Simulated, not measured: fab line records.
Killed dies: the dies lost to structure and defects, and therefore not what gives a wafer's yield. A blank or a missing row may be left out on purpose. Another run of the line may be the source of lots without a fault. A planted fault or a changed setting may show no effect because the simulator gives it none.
A sampling plan put to the test ; flow nand-harc ; one line in one fab, 26 faults in these records, each fault weighed on the records of the lots it struck
What counts as the plan is the set of the line's own looks, namely the steps on the route at which a gauge or an inspection reads a wafer and does not change it. A look can be judged if struck wafers have a number there and the file gives its usual mean and standard deviation on fault-free wafers. Caught: the struck wafers' mean, at a look after the fault's first step, is 4 or more of those standard deviations (sigma) away from the usual mean. On the tool: the fault's steps, tested the same way using the tool's own readings. Also counted as caught: the struck wafers showing another recipe, or a record that is empty for them alone.

THE FAULTS, as the simulator had put them in
1. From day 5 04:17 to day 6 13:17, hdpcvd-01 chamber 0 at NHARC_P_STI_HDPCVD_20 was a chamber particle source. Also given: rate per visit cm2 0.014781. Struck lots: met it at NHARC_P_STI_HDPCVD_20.
2. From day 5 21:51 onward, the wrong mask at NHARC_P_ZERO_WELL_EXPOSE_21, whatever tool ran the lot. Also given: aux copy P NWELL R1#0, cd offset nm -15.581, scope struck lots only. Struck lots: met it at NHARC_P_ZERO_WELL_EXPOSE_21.
3. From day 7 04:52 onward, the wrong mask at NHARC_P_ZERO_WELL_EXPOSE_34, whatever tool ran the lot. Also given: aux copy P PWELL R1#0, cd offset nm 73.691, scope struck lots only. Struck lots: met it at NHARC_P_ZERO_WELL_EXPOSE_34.
4. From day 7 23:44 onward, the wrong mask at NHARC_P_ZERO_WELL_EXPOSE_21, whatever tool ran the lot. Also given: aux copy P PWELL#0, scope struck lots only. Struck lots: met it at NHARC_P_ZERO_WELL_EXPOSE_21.
5. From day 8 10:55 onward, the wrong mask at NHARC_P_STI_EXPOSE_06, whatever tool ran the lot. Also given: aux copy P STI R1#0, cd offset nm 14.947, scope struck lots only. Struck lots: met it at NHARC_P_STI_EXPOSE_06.
6. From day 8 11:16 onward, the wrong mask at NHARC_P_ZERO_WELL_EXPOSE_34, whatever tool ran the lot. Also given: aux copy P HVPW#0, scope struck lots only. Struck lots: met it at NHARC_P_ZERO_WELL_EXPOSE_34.
7. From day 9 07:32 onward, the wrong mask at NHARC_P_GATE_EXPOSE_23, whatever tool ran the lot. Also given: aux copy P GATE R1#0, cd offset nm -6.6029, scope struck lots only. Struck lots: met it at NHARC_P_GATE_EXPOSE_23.
8. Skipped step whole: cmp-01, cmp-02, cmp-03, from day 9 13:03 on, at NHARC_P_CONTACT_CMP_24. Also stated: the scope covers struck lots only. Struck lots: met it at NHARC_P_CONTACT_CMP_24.
9. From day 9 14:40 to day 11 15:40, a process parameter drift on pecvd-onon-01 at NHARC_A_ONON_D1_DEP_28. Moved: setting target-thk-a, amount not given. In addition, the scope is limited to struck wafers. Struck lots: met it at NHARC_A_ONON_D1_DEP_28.
10. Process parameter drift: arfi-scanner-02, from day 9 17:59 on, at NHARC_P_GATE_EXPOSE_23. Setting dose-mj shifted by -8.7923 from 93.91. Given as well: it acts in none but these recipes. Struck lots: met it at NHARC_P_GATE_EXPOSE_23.
11. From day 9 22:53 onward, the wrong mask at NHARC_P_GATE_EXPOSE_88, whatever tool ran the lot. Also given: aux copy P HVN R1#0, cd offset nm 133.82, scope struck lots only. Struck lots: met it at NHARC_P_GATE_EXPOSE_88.
12. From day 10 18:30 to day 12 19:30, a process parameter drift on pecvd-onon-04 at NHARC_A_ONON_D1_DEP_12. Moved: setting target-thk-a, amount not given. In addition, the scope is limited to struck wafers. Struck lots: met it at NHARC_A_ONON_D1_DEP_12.
13. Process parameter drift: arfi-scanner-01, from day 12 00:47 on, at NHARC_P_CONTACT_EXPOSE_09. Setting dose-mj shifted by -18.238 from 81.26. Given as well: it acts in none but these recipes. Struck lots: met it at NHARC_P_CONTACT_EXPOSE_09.
14. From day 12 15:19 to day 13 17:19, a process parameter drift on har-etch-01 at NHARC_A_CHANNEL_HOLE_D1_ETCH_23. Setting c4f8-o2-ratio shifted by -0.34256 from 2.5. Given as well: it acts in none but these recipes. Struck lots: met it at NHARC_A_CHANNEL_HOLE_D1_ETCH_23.
15. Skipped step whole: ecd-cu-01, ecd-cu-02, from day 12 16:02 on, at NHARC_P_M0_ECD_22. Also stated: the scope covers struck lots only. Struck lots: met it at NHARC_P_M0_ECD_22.
16. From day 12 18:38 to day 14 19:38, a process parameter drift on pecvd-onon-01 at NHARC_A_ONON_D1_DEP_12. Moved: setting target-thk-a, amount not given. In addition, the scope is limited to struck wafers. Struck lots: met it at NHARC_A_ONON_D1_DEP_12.
17. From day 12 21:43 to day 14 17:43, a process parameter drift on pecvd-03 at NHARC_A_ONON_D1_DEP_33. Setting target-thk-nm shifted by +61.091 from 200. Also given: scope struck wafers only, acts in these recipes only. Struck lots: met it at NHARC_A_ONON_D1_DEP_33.
18. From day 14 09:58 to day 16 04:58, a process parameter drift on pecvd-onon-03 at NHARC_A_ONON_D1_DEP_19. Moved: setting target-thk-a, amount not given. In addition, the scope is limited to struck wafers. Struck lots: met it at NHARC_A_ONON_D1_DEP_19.
19. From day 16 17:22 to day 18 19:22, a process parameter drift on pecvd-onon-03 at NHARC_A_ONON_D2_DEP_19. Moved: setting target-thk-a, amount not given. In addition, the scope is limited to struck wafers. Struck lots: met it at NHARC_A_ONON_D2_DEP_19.
20. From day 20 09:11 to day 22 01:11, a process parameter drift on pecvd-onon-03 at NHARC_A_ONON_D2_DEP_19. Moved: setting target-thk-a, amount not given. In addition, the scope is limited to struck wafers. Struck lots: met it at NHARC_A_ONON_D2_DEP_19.
21. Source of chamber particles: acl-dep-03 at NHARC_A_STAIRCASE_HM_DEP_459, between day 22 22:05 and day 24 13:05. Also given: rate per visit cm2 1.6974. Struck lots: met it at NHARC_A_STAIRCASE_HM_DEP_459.
22. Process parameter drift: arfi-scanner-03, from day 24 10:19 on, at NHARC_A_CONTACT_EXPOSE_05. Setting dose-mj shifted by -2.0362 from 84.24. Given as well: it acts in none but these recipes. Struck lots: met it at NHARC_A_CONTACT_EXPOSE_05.
23. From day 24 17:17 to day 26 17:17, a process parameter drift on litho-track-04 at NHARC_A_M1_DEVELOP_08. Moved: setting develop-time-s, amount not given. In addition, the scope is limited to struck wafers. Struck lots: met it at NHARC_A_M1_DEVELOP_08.
24. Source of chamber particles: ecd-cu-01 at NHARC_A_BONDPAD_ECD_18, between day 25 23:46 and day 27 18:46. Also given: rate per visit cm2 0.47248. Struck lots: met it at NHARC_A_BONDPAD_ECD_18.
25. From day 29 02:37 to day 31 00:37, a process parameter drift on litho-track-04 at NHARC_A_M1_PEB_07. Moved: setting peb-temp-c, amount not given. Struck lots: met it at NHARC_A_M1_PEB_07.
26. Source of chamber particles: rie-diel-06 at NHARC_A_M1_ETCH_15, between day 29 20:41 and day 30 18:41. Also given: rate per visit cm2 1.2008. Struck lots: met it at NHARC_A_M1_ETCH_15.

WHAT THE PLAN SAW
fault;on the tool itself;first look that catches it;reading, sigma;median hours from its first step to that look;hours from the fault's start to the first struck lot there;judged looks passed uncaught
1;no reading that can be judged;not the one look that can be judged after it;strongest: killed-at-periphery at NHARC_END_SORT_01, +2.7;-;-;1
2;under 2 sigma;NHARC_P_ZERO_WELL_CD_MEAS_24;cd-nm -7.2;0.1;5;0
3;under 2 sigma;NHARC_P_ZERO_WELL_CD_MEAS_37;cd-nm +41;0.2;5;0
4;no reading that can be judged;no look after it can be judged;-;-;-;0
5;under 2 sigma;NHARC_P_STI_CD_MEAS_09;cd-nm +8.2;0.2;5;0
6;under 2 sigma;none of the 2 looks that can be judged after it;-;-;-;2
7;no reading that can be judged;NHARC_P_GATE_CD_MEAS_26;cd-nm -12;0.1;6;0
8;the tool's record is blank for the struck wafers;NHARC_P_CONTACT_INSPECT_27;raw-defect-count +20;0.4;8;0
9;no reading that can be judged;NHARC_A_ONON_D1_THK_MEAS_30;thk-nm -31;0.5;35;0
10;exposure-dose-mJ-cm2 -87 sigma;NHARC_P_GATE_CD_MEAS_26;cd-nm +10;0.1;5;0
11;under 2 sigma;NHARC_P_GATE_CD_MEAS_91;cd-nm +74;0.2;6;0
12;under 2 sigma;NHARC_A_ONON_D1_THK_MEAS_14;thk-nm -4.5;0.4;5;0
13;exposure-dose-mJ-cm2 -99 or beyond sigma;NHARC_P_CONTACT_CD_MEAS_12;cd-nm -20;0.1;4;0
14;under 2 sigma;no look after it can be judged;-;-;-;0
15;the tool's record is blank for the struck wafers;NHARC_P_M0_THK_MEAS_24;thk-nm -51;1.0;7;0
16;no reading that can be judged;NHARC_A_ONON_D1_THK_MEAS_14;thk-nm -30;0.4;24;0
17;under 2 sigma;NHARC_A_ONON_D1_THK_MEAS_34;thk-nm +20;0.4;5;0
18;under 2 sigma;NHARC_A_ONON_D1_THK_MEAS_21;thk-nm +80;0.2;29;0
19;under 2 sigma;NHARC_A_ONON_D2_THK_MEAS_21;thk-nm +32;0.4;0;0
20;under 2 sigma;NHARC_A_ONON_D2_THK_MEAS_21;thk-nm -42;0.5;3;0
21;under 2 sigma;not the one look that can be judged after it;strongest: killed-at-array at NHARC_END_SORT_01, +3.9;-;-;1
22;exposure-dose-mJ-cm2 -17 sigma;not the one look that can be judged after it;strongest: cd-nm at NHARC_A_CONTACT_CD_MEAS_08, -2.9;-;-;1
23;no reading that can be judged;NHARC_A_M1_CD_MEAS_09;cd-nm +4.9;0.5;21;0
24;no reading that can be judged;NHARC_END_SORT_01;sort_bin_4_pct +14;32.5;35;1
25;plate-temp-C -31 sigma;NHARC_A_M1_CD_MEAS_09;cd-nm -22;0.1;1;0
26;under 2 sigma;NHARC_END_SORT_01;sort_bin_3_pct +10;39.1;60;1
A dash: the fault is not caught, or the number is missing from these records.

Caught at a look: 20 of 26. Caught on the tool: 6 of 26. By one or the other: 21 of 26.
Caught on the tool alone: fault 22.
Caught at a look alone: faults 2, 3, 5, 7, 9, 11, 12, 16, 17, 18, 19, 20, 23, 24, 26.
Caught by neither: faults 1, 4, 6, 14, 21.

THINNER SAMPLING
Were the look that catches a fault to measure just every second or every third lot (counted by lot number), the first struck lot would, at worst, be measured this late:
fault;struck lots at that look, in order of time;every lot;every second lot;every third lot
2;L165;5 h;may miss it;may miss it
3;L823;5 h;may miss it;may miss it
5;L326;5 h;may miss it;may miss it
7;L683;6 h;may miss it;may miss it
8;L797, L798, L799;8 h;12 h;24 h
9;L859;35 h;may miss it;may miss it
10;L608, L610;5 h;may miss all 2;may miss all 2
11;L367;6 h;may miss it;may miss it
12;L801, L803, L804;5 h;36 h;may miss all 3
13;L151, L152, L155;4 h;15 h;may miss all 3
15;L358, L359;7 h;22 h;may miss all 2
16;L606, L608, L609;24 h;47 h;may miss all 3
17;L921, L923;5 h;may miss all 2;may miss all 2
18;L361;29 h;may miss it;may miss it
19;L405, L404, L408;0 h;1 h;may miss all 3
20;L386, L388;3 h;may miss all 2;may miss all 2
23;L140, L142;21 h;may miss all 2;may miss all 2
24;L378, L382;35 h;may miss all 2;may miss all 2
25;L911, L913, L912;1 h;34 h;34 h
26;L350;60 h;may miss it;may miss it
Hours are from the fault's start to the first struck lot that is measured. The test against the limit of 4 sigma pooled every struck wafer, which means one lot taken alone may stay below that limit. Other struck lots may not be in these records.

THE LONGEST TIMED WAY FROM STEP TO LOOK
Fault 26: a median of 39.1 hours passes between NHARC_A_M1_ETCH_15 and NHARC_END_SORT_01. The look between them that can be judged stayed within 4 sigma: NHARC_A_BONDPAD_THK_MEAS_20.
